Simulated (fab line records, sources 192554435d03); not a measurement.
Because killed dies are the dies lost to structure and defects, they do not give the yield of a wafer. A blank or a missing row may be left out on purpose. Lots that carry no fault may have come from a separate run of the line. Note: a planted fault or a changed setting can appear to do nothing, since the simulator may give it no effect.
fab line records    flow n5_finfet
[record] lots = 4  wafers = 11  last_day = 17
route steps=1938 shown BEOL_M10@1525 BEOL_M11@1536 PASSIVATION@1936
lots that met no fault: taken from a fault-free run of the same line
start_h: hours from the record's first day to the start of the lot's first wafer shown    wait_h: hours since the lot's step before    " same as the row above    L1.1+2: a row that stands for several wafers    - no value, or no start was given    * or withheld: withheld    < > ~ a bound
route shown NAME@n: names a module that has steps shown in the file, with the first one's number in the route    usual: mean and standard deviation over wafers with no fault    same: alike in all rows    chamber/n: place in a boat    sites: the reading at each site    _std_site: standard deviation across them    _edge_site: mean of outer sites minus mean of inner sites    radius_mm: how far each site lies from the wafer's centre    mask NAME#n: copy n    behind: the last tool/chamber to shape the wafer    hold: reason for holding the lot/hours on hold/outcome of the hold    device: transistor that didn't switch, given as n, p or np    end of line: the route-end tests of the same wafers    a step given without rows: its recipe and nothing more    killed: dies that structure and defects cost at the first sort, which is not the same as the wafer's yield    map: shows each die of a wafer: x if killed, . if not, _ if none is there
set.NAME: the run value of the setting; set.NAME@STEP: its run value at that earlier step    model.NAME: the simulator's own value behind a step, which no gauge read
lots at selected steps of the route; one table per step, one row per wafer
services: the hour from which a tool's chamber was out of use, counted from the record's first day as start_h (under 0 if before that day), plus the number of hours and why
[[steps]]
[step N5_BEOL_M10_SURFACE_TREAT_76]
[recipe] gas = Ar  time_s = *  ion_energy_ev = *  ion_current_ma_cm2 = 0.5  pressure_mtorr = *  ar_flow_sccm = 30
[step N5_BEOL_M10_CVD_75]
[recipe] material = Co  target_thk_a = 20  temp_c = withheld  precursor = CCTBA/H2  pressure_torr = 30  time_s = 138.9
[step N5_BEOL_M10_SPUTTER_48]
[recipe] material = Cu  target_thk_a = 120  temp_c = -20  bias_v = 60  power_w = 26000  chamber_pressure_pa = 0.13  time_s = 2
[step N5_BEOL_M10_ECD_50]
[recipe] material = Cu  target_thk_a = 3180
[step N5_BEOL_M10_ANNEAL_51]
[recipe] temp_c = 225  time_s = 90  ambient = N2
[step N5_BEOL_M10_CMP_52]
[recipe] stop_on = SiCOH_lowk  t_overpolish_s = 7  down_force_psi = 1  platen_rpm = 50  clearing_platen_down_force_psi = 1.5  clearing_platen_rpm = 50  post_cmp_clean = cu_alkaline  target_thk_nm = 140  clearing_platen_pad_velocity_m_s = 0.99484  pad_velocity_m_s = 0.99484
[step N5_BEOL_M10_PRE_CLEAN_55]
[recipe] gas = NH3  time_s = 15  temp_c = withheld  rf_power_w = 300
[step N5_BEOL_M10_DEP_56]
[recipe] material = SiCN  target_thk_a = 150  temp_c = withheld  precursor = 3MS/NH3  pressure_torr = 3  rf_w = 202  time_s = 26.5
[step N5_BEOL_M11_ILD_DEP_00]
[recipe] material = SiCOH_lowk  target_thk_a = 3085.1  temp_c = 300  precursor = DEMS/porogen  pressure_torr = 5  rf_w = 500  time_s = 58
[step N5_BEOL_M11_CURE_71]
[recipe] temp_c = 385  time_s = 240  ambient = He/Ar  material = SiCOH_lowk
[usual] lamp_power_pct = 52.31/0.057  run_length_s = 285.7/0.97  time_s = 240/0  wafer_temp_C_max = 387.0/0.56
lot.wafer  tool        chamber  start_h  wait_h  lamp_power_pct  run_length_s  time_s  wafer_temp_C_max  model.SiCOH_lowk_of_BEOL_M11_ILD_DEP_00.thk_nm
L625.1     uv_cure-02  0        339.36   0.0     52.30           284.8         240     386.5             269.2
L625.2     "           0        "        "       52.34           286.0         240     387.1             264.2
L625.4     "           0        "        "       52.29           285.1         240     387.0             270.6
L627.2     uv_cure-01  2        348.84   0.1     52.31           285.6         240     386.4             270.2
L627.3     "           2        "        "       52.24           285.4         240     386.3             262.4
L629.2     uv_cure-03  2        369.60   0.1     -               -             -       -                 312.8
L629.4     "           2        "        "       -               -             -       -                 307.2
L629.6     "           2        "        "       -               -             -       -                 316.6
L633.2     uv_cure-01  1        372.17   0.1     -               -             -       -                 306
L633.4     "           1        "        "       -               -             -       -                 316
L633.6     "           1        "        "       -               -             -       -                 305
[step N5_BEOL_M11_THK_MEAS_01]
[recipe] reads = SiCOH_lowk_of_BEOL_M11_ILD_DEP_00
[usual] M11_ILD_THK = 268/4.1
lot.wafer  tool           chamber  start_h  wait_h  M11_ILD_THK[nm]
L625.1     film_metro-01  -        339.88   0.4     269
L625.2     "              -        "        "       264
L625.4     "              -        "        "       271
L627.2     film_metro-01  -        349.28   0.4     270
L627.3     "              -        "        "       262
L629.2     film_metro-01  -        370.03   0.4     313
L629.4     "              -        "        "       307
L629.6     "              -        "        "       317
L633.2     film_metro-01  -        372.61   0.4     306
L633.4     "              -        "        "       316
L633.6     "              -        "        "       305
[step N5_BEOL_M11_PECVD_70]
[recipe] material = SiO2  target_thk_a = 200  temp_c = 400  precursor = TEOS/O2  pressure_torr = 5.5  rf_w = 450  teos_flow_sccm = 53.8  gas = O2  flow_sccm = 3000  time_s = 22.7
[step N5_BEOL_M11_HM_DEP_02]
[recipe] material = TiN  target_thk_a = 200  temp_c = 25  chamber_pressure_pa = 0.49996
[step N5_BEOL_M11_COAT_59]
[recipe] resist = SOC  temp_c = 250  time_s = 60  spin_rpm = 1500  resist_thk_nm = 100
[step N5_BEOL_M11_COAT_60]
[recipe] resist = SiARC  temp_c = 220  time_s = 60  spin_rpm = 1500  resist_thk_nm = 30
[step N5_BEOL_M11_COAT_05]
[recipe] resist = CAR-ArF  spin_rpm = 1500  resist_thk_nm = 90
[step N5_BEOL_M11_EBR_07]
[recipe] solvent = PGMEA  ebr_width_mm = 1.5
[step N5_BEOL_M11_SOFTBAKE_06]
[recipe] temp_c = 110  time_s = 60  resist = CAR-ArF
[step N5_BEOL_M11_EXPOSE_08]
[recipe] mask_id = M11  na = 1.35  source_shape = dipole  sigma_inner = 0.411  sigma_outer = 0.611  polarization = te  dose_mj = 53.75
[step N5_BEOL_M11_PEB_09]
[recipe] peb_temp_c = withheld  peb_time_s = 60  resist = CAR-ArF
[step N5_BEOL_M11_DEVELOP_10]
[recipe] develop_time_s = 30  developer = TMAH  resist = CAR-ArF  rinse_liquid = diw  dry = air_spin  dev_temp_c = 23
[step N5_BEOL_M11_DESCUM_16]
[recipe] chemistry = O2  time_s = 7.9  source_power_w = 50  bias_power_w = 20  pressure_mtorr = 20  rf_frequency_hz = 2.712e+07  temp_c = 40  resist = CAR-ArF  o2_flow_sccm = 225
[step N5_BEOL_M11_ETCH_61]
[recipe] chemistry = CF4  target = SiARC  target_depth_a = 390  mask_material = CAR-ArF  time_s = 65  ion_energy_ev = 80  pressure_mtorr = 40  source_w = 545  bias_w = 36  Ar_flow_sccm = 100  cf4_flow_sccm = 100  ends = cleared
[step N5_BEOL_M11_ETCH_62]
[recipe] chemistry = N2/H2  target = SOC  target_depth_a = 1100  overetch_a = 220  mask_material = SiARC  temp_c = 40  time_s = 165  ion_energy_ev = 200  pressure_mtorr = 30  source_w = 840  bias_w = 150  n2_flow_sccm = 200  h2_flow_sccm = 200
[step N5_BEOL_M11_STRIP_68]
[recipe] chemistry = N2/H2  temp_c = 40  n2_flow_sccm = 200  h2_flow_sccm = 200  rf_frequency_hz = 6e+07
[step N5_BEOL_M11_STRIP_67]
[recipe] chemistry = CF4  resist = SiARC  power_w = 300  bias_power_w = 75  pressure_mtorr = 50  cf4_flow_sccm = 150  rf_frequency_hz = 6e+07
[step N5_BEOL_M11_HM_OPEN_17]
[recipe] chemistry = Cl2/BCl3  target_depth_a = 200  overetch_a = 60  target = TiN  mask_material = SOC  ion_energy_ev = 150  pressure_mtorr = 10  icp_w = 1000  bias_w = 126  Cl2_flow_sccm = 53.25  bcl3_flow_sccm = 21.75  Ar_flow_sccm = 25
[step N5_BEOL_M11_STRIP_19]
[recipe] chemistry = O2  power_w = 400  temp_c = 40  pressure_mtorr = 30  rf_frequency_hz = 6e+07  bias_power_w = 0  overash_fraction = 0.2  o2_flow_sccm = 225
[step N5_BEOL_M11_COAT_63]
[recipe] resist = SOC  temp_c = 250  time_s = 60  spin_rpm = 1500  resist_thk_nm = 100
[step N5_BEOL_M11_COAT_64]
[recipe] resist = SiARC  temp_c = 220  time_s = 60  spin_rpm = 1500  resist_thk_nm = 30
[step N5_BEOL_M11_COAT_22]
[recipe] resist = CAR-ArF  spin_rpm = 1500  resist_thk_nm = 90
[step N5_BEOL_M11_EBR_24]
[recipe] solvent = PGMEA  ebr_width_mm = 1.5
[step N5_BEOL_M11_SOFTBAKE_23]
[recipe] temp_c = 110  time_s = 60  resist = CAR-ArF
[step N5_BEOL_M11_EXPOSE_25]
[recipe] mask_id = V10  na = 1.35  source_shape = annular  sigma_inner = 0.5  sigma_outer = 0.8  polarization = unpolarized  dose_mj = 85.5
[step N5_BEOL_M11_PEB_26]
[recipe] peb_temp_c = withheld  peb_time_s = 60  resist = CAR-ArF
[step N5_BEOL_M11_CMP_52]
[recipe] stop_on = SiCOH_lowk  t_overpolish_s = 7  down_force_psi = 1  platen_rpm = 50  clearing_platen_down_force_psi = 1.5  clearing_platen_rpm = 50  post_cmp_clean = cu_alkaline  target_thk_nm = 140  clearing_platen_pad_velocity_m_s = 0.99484  pad_velocity_m_s = 0.99484
[usual] motor_current_A = 6.2/0.52
lot.wafer  tool    chamber  start_h  wait_h  motor_current_A  model.SiCOH_lowk_of_BEOL_M11_ILD_DEP_00.thk_nm
L625.1     cmp-01  3        345.29   0.3     6.3              266.2
L625.2     "       1        "        "       7.4              261.2
L625.4     "       2        "        "       6.3              267.6
L627.2     cmp-03  0        355.64   0.2     6.3              267.2
L627.3     "       2        "        "       5.4              259.4
L629.4     cmp-04  0        376.32   0.2     6.0              304.2
L629.2     "       1        "        "       6.9              309.8
L629.6     "       3        "        "       5.9              313.6
L633.2     cmp-01  2        380.32   0.2     6.8              303
L633.4     "       0        "        "       5.8              313
L633.6     "       2        "        "       6.3              302
[step N5_PASSIVATION_PROBE_49]
[usual] defect_limited_yield = 91.2/1.4  killed_at_M0_to_M3 = 34/9.3  killed_at_M4_up = 14/5.9  killed_at_contacts = 14/5.7  killed_at_front_end = 38/10  killed_at_other = 4/3.2  killed_dies = 104/17  killed_open = 67/13  killed_short = 33/6.9  sort_bin_5_function = 5.2/1  sort_bin_6_memory = 3.3/0.61  sort_bin_8_speed = 0.3/1.8  sort_n_pass = 1069/52
[same] gross_dies = 1180  killed_at_back_side = 0  sort_bin_4_leakage[%] = 0
lot.wafer  tool       chamber  start_h  wait_h  defect_limited_yield[%]  killed_at_M0_to_M3  killed_at_M4_up  killed_at_contacts  killed_at_front_end  killed_at_other  killed_dies  killed_open  killed_short  sort_bin_5_function[%]  sort_bin_6_memory[%]  sort_bin_8_speed[%]  sort_n_pass
L627.2     prober-02  -        398.66   0.1     93.2                     22                  9                8                   34                   7                80           45           33            3.9                     2.5                   0                    1100
L627.3     prober-02  -        398.71   0.1     92.7                     31                  11               2                   36                   6                86           46           36            4.0                     3.1                   0                    1094
L629.2     prober-02  -        416.78   0.1     89.9                     55                  6                23                  30                   5                119          56           45            6.0                     3.6                   0                    1061
L629.4     prober-02  -        416.88   0.2     91.6                     49                  12               12                  23                   3                99           66           29            5.7                     2.5                   0                    1081
// killed by level:class
L627.2 FIN_SAQP:geometric_particle:short=7 STI_FIN_REVEAL:geometric_particle:open=5 BEOL_M3:geometric_particle:open=5 MOL_CONTACT_COAG:geometric_particle:short=4 MOL_CONTACT_COAG:geometric_particle:open=4 PAD_METAL:geometric_particle:open=4 FIN_SAQP:geometric_particle:open=3 ILD0:geometric_particle:short=3
L627.3 STI_FIN_REVEAL:geometric_particle:open=8 GATE_CUT:geometric_particle:short=8 BEOL_M1:geometric_particle:open=8 BEOL_M4:geometric_particle:open=7 BEOL_M1:geometric_particle:short=6 BEOL_M3:geometric_particle:open=6 BEOL_M0_SAQP:geometric_particle:short=5 DUMMY_GATE:geometric_particle:open=4
L629.2 BEOL_M1:geometric_particle:open=20 MOL_CONTACT_COAG:area_etch=15 GATE_CUT:geometric_particle:short=8 BEOL_M0_SAQP:geometric_particle:short=8 BEOL_M2:geometric_particle:open=6 MOL_CONTACT_COAG:geometric_particle:open=5 BEOL_M3:geometric_particle:open=5 FIN_SAQP:geometric_particle:short=4
L629.4 BEOL_M2:geometric_particle:open=12 MOL_CONTACT_COAG:geometric_particle:open=11 BEOL_M0_SAQP:geometric_particle:short=9 STI_FIN_REVEAL:geometric_particle:open=8 BEOL_M3:geometric_particle:open=8 BEOL_M0_SAQP:geometric_particle:open=7 BEOL_M1:geometric_particle:open=5 FIN_SAQP:geometric_particle:open=4
[[services]]
tool        chamber  start_h  hours  kind
uv_cure-03  -        331.72   6.1    repair
cmp-01      -        350.13   2.1    repair
uv_cure-02  -        352.21   2.4    repair
uv_cure-01  -        352.35   2.4    repair
uv_cure-03  -        359.77   7.5    pm
uv_cure-01  -        375.97   0.5    repair
[[key]]
[first_sign] step = N5_BEOL_M11_CURE_71  reading = tool_record  direction = missing
[effect] step = N5_BEOL_M11_THK_MEAS_01  reading = M11_ILD_THK  direction = up  sigmas = 10  usual = 268  struck = 311
[model_effect] step = N5_BEOL_M11_CURE_71  value = SiCOH_lowk_of_BEOL_M11_ILD_DEP_00.thk_nm  without = 269.9  struck = 310.6
[model_effect] step = N5_BEOL_M11_CMP_52  value = SiCOH_lowk_of_BEOL_M11_ILD_DEP_00.thk_nm  without = 266.9  struck = 307.6
met_at N5_BEOL_M11_CURE_71
struck_wafers L629.2,L629.4,L629.6,L633.2,L633.4,L633.6
[baseline_loss] step = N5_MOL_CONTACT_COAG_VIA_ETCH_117  wafers = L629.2
[baseline_loss] step = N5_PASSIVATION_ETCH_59  wafers = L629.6
onset_between 348.84 369.60
[fault] kind = skipped_step_whole  tool = uv_cure-01,uv_cure-03  chamber = -  onset_h = 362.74  steps = N5_BEOL_M11_CURE_71  scope = struck_lots_only
// baseline_loss: these wafers lose ten dies or more at that step, a loss of the line's own and not of a fault; the sort's usual values leave them out
